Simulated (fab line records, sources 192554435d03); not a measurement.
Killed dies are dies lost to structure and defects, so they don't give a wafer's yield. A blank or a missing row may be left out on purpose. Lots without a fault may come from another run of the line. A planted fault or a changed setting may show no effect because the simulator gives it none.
Which tool did it? | flow n5_finfet | 11 lots, 32 wafers sampled, at 2 steps of a route of 1938

WHAT THE GAUGES READ, wafer by wafer
N5_MIM_BOT_LITHO_OVL_MEAS_11.
lot  | measured     | on         | MIM_BOT_OVL (nm)
L448 | day 12 10:31 | overlay-02 | 0 12 9
L449 | day 12 18:06 | overlay-01 | 2 7 -1
L455 | day 13 23:55 | overlay-02 | -2 0 3
L451 | day 14 04:19 | overlay-01 | -1 -1
L454 | day 14 04:26 | overlay-02 | 3 6 -1
L457 | day 14 15:37 | overlay-02 | -4 -3 -5
L462 | day 15 22:41 | overlay-02 | 3 8 6
L463 | day 16 05:38 | overlay-01 | -4 -3 -5
L467 | day 17 00:37 | overlay-02 | -3 3 1
L468 | day 17 01:17 | overlay-02 | 7 11 14
L469 | day 18 03:58 | overlay-02 | -10 -8 1

WHICH TOOL RAN EACH LOT (tool, then ch and the chambers of the sampled wafers, then the start)
lot  | N5_BEOL_M2_SPUTTER_90
L448 | pvd_sputter-02, day 7 02:36
L449 | pvd_sputter-03, day 7 04:01
L455 | pvd_sputter-03, day 8 12:07
L451 | pvd_sputter-02, day 8 12:30
L454 | pvd_sputter-02, day 8 14:20
L457 | pvd_sputter-02, day 9 03:19
L462 | pvd_sputter-02, day 10 22:21
L463 | pvd_sputter-02, day 11 08:23
L467 | pvd_sputter-03, day 11 20:14
L468 | pvd_sputter-01, day 12 03:23
L469 | pvd_sputter-03, day 12 06:19
- N5_BEOL_M2_SPUTTER_90: material Cu, target thk 4.5 nm, time 8.29 s.

WHAT THE TOOLS THEMSELVES READ (means of the sampled wafers that have a number; where no wafer has one, the mark that the record gives instead)
N5_BEOL_M2_SPUTTER_90.
lot  | tool           | throttle_valve_pct (%)
L448 | pvd_sputter-02 | 28.8
L449 | pvd_sputter-03 | 30.7
L455 | pvd_sputter-03 | 30.3
L451 | pvd_sputter-02 | 30.6
L454 | pvd_sputter-02 | 30.1
L457 | pvd_sputter-02 | 29.1
L462 | pvd_sputter-02 | 29.2
L463 | pvd_sputter-02 | 28.4
L467 | pvd_sputter-03 | 30.7
L468 | pvd_sputter-01 | 29.8
L469 | pvd_sputter-03 | 30.4

THE ANSWER, worked out from the rows above alone
Rule: what is usual is taken from the lots themselves. Put in order of their means at a reading, lots are off if they are a third of the lots or fewer, leave a main group of 4 or more, and stand apart from it by a gap of 3 or more times the standard deviation of the main group's means; of several such gaps the widest counts. A main group whose means are all the same, to the digits that the tables above print for the reading, isn't used. A lot without any number at a reading at which 4 lots or more have one is off too. The other lots that the step has rows for count as sound. The gauges are gone through in route order, then the tools' own readings, and for those a lot's mean is taken as printed above. The first step at which some lot is off is used, and at that step the reading that is off furthest; a lot without a number counts as furthest.
No lot is off at any reading shown: from this, nothing can be told.

WHAT THE SIMULATOR HAD PUT IN
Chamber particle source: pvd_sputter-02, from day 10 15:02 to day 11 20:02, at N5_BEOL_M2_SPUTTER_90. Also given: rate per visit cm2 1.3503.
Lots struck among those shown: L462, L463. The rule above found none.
